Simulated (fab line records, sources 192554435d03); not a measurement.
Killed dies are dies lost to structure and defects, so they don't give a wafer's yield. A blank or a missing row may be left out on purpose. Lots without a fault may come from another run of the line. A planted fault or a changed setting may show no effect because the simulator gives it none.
Which tool did it? | flow n5_finfet | 24 lots, 72 wafers sampled, at 5 steps of a route of 1938

WHAT THE GAUGES READ, wafer by wafer
N5_BEOL_M6_RS_MEAS_57: measures by four-point-probe. Usual: M6_RS 0.284 ohm/sq, standard deviation 0.0057.
lot  | measured     | on            | M6_RS (ohm/sq)    | flag
L074 | day 9 03:08  | film_metro-01 | 0.283 0.285 0.287 |
L076 | day 9 13:38  | film_metro-01 | 0.278 0.282 0.280 |
L075 | day 10 09:37 | film_metro-01 | 0.288 0.281 0.284 |
L078 | day 10 11:35 | film_metro-01 | 0.281 0.289 0.285 |
L077 | day 10 20:06 | film_metro-01 | 0.288 0.293 0.291 |
L083 | day 11 12:16 | film_metro-01 | 0.284 0.286 0.281 |
L079 | day 11 13:41 | film_metro-02 | 0.287 0.281 0.296 |
L081 | day 11 16:42 | film_metro-01 | 0.284 0.296 0.290 |
L080 | day 11 20:13 | film_metro-01 | 0.283 0.292 0.288 |
L082 | day 12 08:39 | film_metro-01 | 0.285 0.276 0.280 |
L084 | day 12 08:57 | film_metro-02 | 0.286 0.287 0.275 |
L087 | day 12 09:28 | film_metro-02 | 0.282 0.284 0.287 |
L085 | day 12 21:58 | film_metro-02 | 0.279 0.284 0.284 |
L086 | day 13 04:41 | film_metro-01 | 0.274 0.287 0.286 |
L090 | day 13 08:19 | film_metro-01 | 0.273 0.279 0.278 |
L088 | day 13 10:17 | film_metro-02 | 0.288 0.281 0.276 |
L089 | day 13 17:41 | film_metro-01 | 0.283 0.278 0.274 |
L091 | day 14 08:19 | film_metro-02 | 0.272 0.291 0.277 |
L092 | day 14 11:46 | film_metro-01 | 0.276 0.285 0.276 |
L093 | day 14 13:37 | film_metro-01 | 0.291 0.285 0.292 |
L096 | day 14 16:11 | film_metro-01 | 0.277 0.275 0.272 |
L094 | day 14 18:34 | film_metro-02 | 0.280 0.287 0.287 |
L095 | day 14 23:18 | film_metro-02 | 0.276 0.288 0.279 |
L097 | day 15 15:58 | film_metro-01 | 0.283 0.287 0.279 |

N5_BEOL_M7_RS_MEAS_57: measures by four-point-probe. Usual: M7_RS 0.288 ohm/sq, standard deviation 0.0077.
lot  | measured     | on            | M7_RS (ohm/sq)    | flag
L074 | day 9 09:28  | film_metro-01 | 0.288 0.288 0.287 |
L076 | day 9 23:41  | film_metro-01 | 0.288 0.283 0.287 |
L075 | day 10 18:25 | film_metro-01 | 0.289 0.294 0.287 |
L078 | day 10 19:43 | film_metro-02 | 0.289 0.296 0.305 |
L077 | day 11 06:08 | film_metro-01 | 0.295 0.288 0.294 |
L083 | day 11 18:32 | film_metro-02 | 0.291 0.300 0.277 |
L079 | day 11 21:31 | film_metro-01 | 0.296 0.277 0.289 |
L081 | day 12 04:46 | film_metro-02 | 0.278 0.300 0.290 |
L080 | day 12 08:32 | film_metro-01 | 0.297 0.279 0.275 |
L082 | day 12 18:01 | film_metro-01 | 0.288 0.291 0.280 |
L084 | day 12 17:44 | film_metro-02 | 0.290 0.290 0.289 |
L087 | day 12 18:33 | film_metro-02 | 0.290 0.283 0.286 |
L085 | day 13 06:45 | film_metro-01 | 0.307 0.291 0.300 |
L086 | day 13 12:22 | film_metro-02 | 0.280 0.290 0.290 |
L090 | day 13 17:25 | film_metro-01 | 0.279 0.280 0.287 |
L088 | day 13 18:14 | film_metro-02 | 0.299 0.290 0.283 |
L089 | day 14 02:38 | film_metro-01 | 0.286 0.289 0.298 |
L091 | day 14 16:10 | film_metro-02 | 0.301 0.299 0.298 |
L092 | day 14 18:41 | film_metro-01 | 0.285 0.279 0.297 |
L093 | day 14 23:29 | film_metro-01 | 0.273 0.294 0.275 |
L096 | day 15 00:29 | film_metro-02 | 0.284 0.275 0.278 |
L094 | day 15 01:49 | film_metro-02 | 0.278 0.290 0.296 |
L095 | day 15 04:48 | film_metro-02 | 0.292 0.281 0.294 |
L097 | day 16 01:35 | film_metro-01 | 0.283 0.279 0.301 |

N5_BEOL_M9_THK_MEAS_01. Usual: M9_ILD_THK 268 nm, standard deviation 3.6.
lot  | measured     | on            | M9_ILD_THK (nm) | flag
L074 | day 9 18:26  | film_metro-01 | 267 277 272     |
L076 | day 10 09:16 | film_metro-02 | 269 268 273     |
L075 | day 11 05:59 | film_metro-02 | 271 272 271     |
L078 | day 11 06:41 | film_metro-02 | 269 273 275     |
L077 | day 11 14:05 | film_metro-01 | 261 267 271     |
L083 | day 12 05:45 | film_metro-02 | 264 264 270     |
L079 | day 12 10:12 | film_metro-02 | 264 270 269     |
L081 | day 12 14:04 | film_metro-01 | 265 267 268     |
L080 | day 12 16:10 | film_metro-02 | 267 264 269     |
L082 | day 13 05:16 | film_metro-01 | 269 272 270     |
L084 | day 13 04:55 | film_metro-01 | 266 267 275     |
L087 | day 13 05:38 | film_metro-01 | 268 268 268     |
L085 | day 13 14:34 | film_metro-01 | 266 273 268     |
L086 | day 13 21:56 | film_metro-02 | 266 270 271     |
L090 | day 14 04:07 | film_metro-02 | 269 272 273     |
L088 | day 14 03:41 | film_metro-02 | 266 266 266     |
L089 | day 14 12:10 | film_metro-01 | 267 272 272     |
L091 | day 15 01:17 | film_metro-01 | 263 268 266     |
L092 | day 15 01:48 | film_metro-01 | 263 266 266     |
L093 | day 15 06:28 | film_metro-01 | 266 267 267     |
L096 | day 15 11:03 | film_metro-02 | 260 262 268     |
L094 | day 15 12:26 | film_metro-01 | 269 271 269     |
L095 | day 15 13:14 | film_metro-01 | 267 268 267     |
L097 | day 16 10:18 | film_metro-02 | 266 270 268     |

WHICH TOOL RAN EACH LOT (tool, then ch and the chambers of the sampled wafers, then the start)
lot  | N5_BEOL_M7_STRIP_19                | N5_BEOL_M7_SPUTTER_48
L074 | rie_diel-04 ch 0,1, day 9 05:19    | pvd_sputter-01, day 9 08:32
L076 | rie_diel-05 ch 1,3, day 9 17:55    | pvd_sputter-03, day 9 22:30
L075 | rie_diel-05 ch 0,2,3, day 10 12:32 | pvd_sputter-02, day 10 17:28
L078 | rie_diel-05 ch 1,2,3, day 10 15:17 | pvd_sputter-02, day 10 18:46
L077 | rie_diel-02 ch 0,1,3, day 10 22:55 | pvd_sputter-01, day 11 04:52
L083 | rie_diel-04 ch 0,2, day 11 14:43   | pvd_sputter-03, day 11 17:35
L079 | rie_diel-04 ch 0,2,3, day 11 17:33 | pvd_sputter-01, day 11 20:34
L081 | rie_diel-05 ch 0,1,2, day 11 20:30 | pvd_sputter-02, day 12 03:45
L080 | rie_diel-05 ch 0,2, day 12 01:26   | pvd_sputter-01, day 12 07:34
L082 | rie_diel-05 ch 1,2,3, day 12 11:46 | pvd_sputter-02, day 12 17:04
L084 | rie_diel-05 ch 1,2, day 12 12:40   | pvd_sputter-02, day 12 16:37
L087 | rie_diel-04 ch 0,1, day 12 13:06   | pvd_sputter-03, day 12 17:27
L085 | rie_diel-04 ch 1,2, day 13 01:32   | pvd_sputter-03, day 13 05:47
L086 | rie_diel-04 ch 1,2,3, day 13 07:39 | pvd_sputter-03, day 13 11:26
L090 | rie_diel-05 ch 1,2, day 13 11:54   | pvd_sputter-01, day 13 16:07
L088 | rie_diel-04 ch 0,2,3, day 13 12:36 | pvd_sputter-01, day 13 17:10
L089 | rie_diel-02 ch 1,2,3, day 13 20:55 | pvd_sputter-02, day 14 01:41
L091 | rie_diel-04 ch 0,1,2, day 14 11:00 | pvd_sputter-03, day 14 14:50
L092 | rie_diel-02 ch 1,2, day 14 14:21   | pvd_sputter-01, day 14 17:01
L093 | rie_diel-04 ch 0,2,3, day 14 16:34 | pvd_sputter-02, day 14 22:29
L096 | rie_diel-04 ch 1,2,3, day 14 19:54 | pvd_sputter-01, day 14 23:31
L094 | rie_diel-05 ch 1,3, day 14 20:24   | pvd_sputter-03, day 15 00:06
L095 | rie_diel-05 ch 1,2,3, day 15 00:59 | pvd_sputter-02, day 15 03:52
L097 | rie_diel-05 ch 0,2, day 15 20:03   | pvd_sputter-02, day 16 00:36
- N5_BEOL_M7_STRIP_19: strips in O2.
- N5_BEOL_M7_SPUTTER_48: material Cu, target thk 10 nm, time 1.667 s.

WHAT THE TOOLS THEMSELVES READ (means of the sampled wafers that have a number; where no wafer has one, the mark that the record gives instead)
N5_BEOL_M7_STRIP_19. Usual: drypump_motor_current_A 5.8 A, standard deviation 0.51; oes_product_au 0.76 a.u., standard deviation 0.097; rf_vpp_V 3.7 V, standard deviation 0.69; showerhead_plenum_p_Torr 2.09 Torr, standard deviation 0.067; throttle_valve_pct 16.81 %, standard deviation 0.29.
lot  | tool        | drypump_motor_current_A (A) | oes_product_au (a.u.) | rf_vpp_V (V) | showerhead_plenum_p_Torr (Torr) | throttle_valve_pct (%) | flag
L074 | rie_diel-04 | 6.4                         | 0.75                  | 3.4          | 2.04                            | 16.84                  |
L076 | rie_diel-05 | 6.3                         | 0.70                  | 3.4          | 2.07                            | 17.04                  |
L075 | rie_diel-05 | 5.5                         | 0.78                  | 3.2          | 2.07                            | 16.77                  |
L078 | rie_diel-05 | 5.9                         | 0.79                  | 3.8          | 2.06                            | 16.80                  |
L077 | rie_diel-02 | 5.6                         | 0.78                  | 4.1          | 2.12                            | 16.75                  |
L083 | rie_diel-04 | 5.7                         | 0.73                  | 4.2          | 2.15                            | 16.84                  |
L079 | rie_diel-04 | 5.8                         | 0.80                  | 2.6          | 2.16                            | 16.79                  |
L081 | rie_diel-05 | 5.9                         | 0.77                  | 3.6          | 2.06                            | 16.70                  |
L080 | rie_diel-05 | 5.5                         | 0.84                  | 3.7          | 2.05                            | 16.45                  |
L082 | rie_diel-05 | 5.9                         | 0.77                  | 3.4          | 2.06                            | 16.82                  |
L084 | rie_diel-05 | 5.9                         | 0.84                  | 3.5          | 2.05                            | 16.48                  |
L087 | rie_diel-04 | 6.4                         | 0.73                  | 3.8          | 2.03                            | 16.88                  |
L085 | rie_diel-04 | 5.8                         | 0.73                  | 3.5          | 2.11                            | 16.84                  |
L086 | rie_diel-04 | 5.9                         | 0.80                  | 3.5          | 2.13                            | 16.79                  |
L090 | rie_diel-05 | 6.3                         | 0.75                  | 3.5          | 2.06                            | 16.74                  |
L088 | rie_diel-04 | 5.8                         | 0.77                  | 3.7          | 2.16                            | 16.80                  |
L089 | rie_diel-02 | 5.4                         | 0.77                  | 3.8          | 2.13                            | 16.62                  |
L091 | rie_diel-04 | 6.1                         | 0.72                  | 4.2          | 2.08                            | 16.90                  |
L092 | rie_diel-02 | 5.7                         | 0.77                  | 3.5          | 2.14                            | 16.51                  |
L093 | rie_diel-04 | 5.7                         | 0.78                  | 3.2          | 2.16                            | 16.82                  |
L096 | rie_diel-04 | 5.9                         | 0.79                  | 4.5          | 2.13                            | 16.81                  |
L094 | rie_diel-05 | 6.3                         | 0.68                  | 4.3          | 2.06                            | 17.09                  |
L095 | rie_diel-05 | 5.9                         | 0.74                  | 3.4          | 2.06                            | 16.84                  |
L097 | rie_diel-05 | 5.4                         | 0.92                  | 3.1          | 2.05                            | 16.41                  |

N5_BEOL_M7_SPUTTER_48. Usual: chuck_gas_flow_sccm 1.26 sccm, standard deviation 0.048; throttle_valve_pct 29.5 %, standard deviation 0.75.
lot  | tool           | chuck_gas_flow_sccm (sccm) | throttle_valve_pct (%) | flag
L074 | pvd_sputter-01 | 1.25                       | 30.2                   |
L076 | pvd_sputter-03 | 1.30                       | 29.7                   |
L075 | pvd_sputter-02 | 1.27                       | 29.7                   |
L078 | pvd_sputter-02 | 1.29                       | 29.5                   |
L077 | pvd_sputter-01 | 1.29                       | 29.9                   |
L083 | pvd_sputter-03 | 1.27                       | 29.4                   |
L079 | pvd_sputter-01 | 1.26                       | 30.1                   |
L081 | pvd_sputter-02 | 1.28                       | 29.2                   |
L080 | pvd_sputter-01 | 1.20                       | 29.7                   |
L082 | pvd_sputter-02 | 1.30                       | 29.4                   |
L084 | pvd_sputter-02 | 1.24                       | 28.4                   |
L087 | pvd_sputter-03 | 1.27                       | 29.0                   |
L085 | pvd_sputter-03 | 1.25                       | 29.0                   |
L086 | pvd_sputter-03 | 1.25                       | 29.3                   |
L090 | pvd_sputter-01 | 1.21                       | 29.4                   |
L088 | pvd_sputter-01 | 1.21                       | 29.7                   |
L089 | pvd_sputter-02 | 1.27                       | 29.4                   |
L091 | pvd_sputter-03 | 1.25                       | 29.5                   |
L092 | pvd_sputter-01 | 1.26                       | 29.4                   |
L093 | pvd_sputter-02 | 1.26                       | 29.8                   |
L096 | pvd_sputter-01 | 1.26                       | 30.1                   |
L094 | pvd_sputter-03 | 1.28                       | 29.3                   |
L095 | pvd_sputter-02 | 1.31                       | 29.3                   |
L097 | pvd_sputter-02 | 1.28                       | 29.7                   |

THE ANSWER, worked out from the rows above alone
Rule: a lot is off if the mean of its wafers that have a number lies more than 3 standard deviations from the usual mean. A lot without any number at a reading at which 4 lots or more have one is off too. The other lots that the step has rows for count as sound. The gauges are gone through in route order, then the tools' own readings, and for those a lot's mean is taken as printed above. The first step at which some lot is off is used, and at that step the reading that is off furthest; a lot without a number counts as furthest.
No lot is off at any reading shown: from this, nothing can be told.

WHAT THE SIMULATOR HAD PUT IN
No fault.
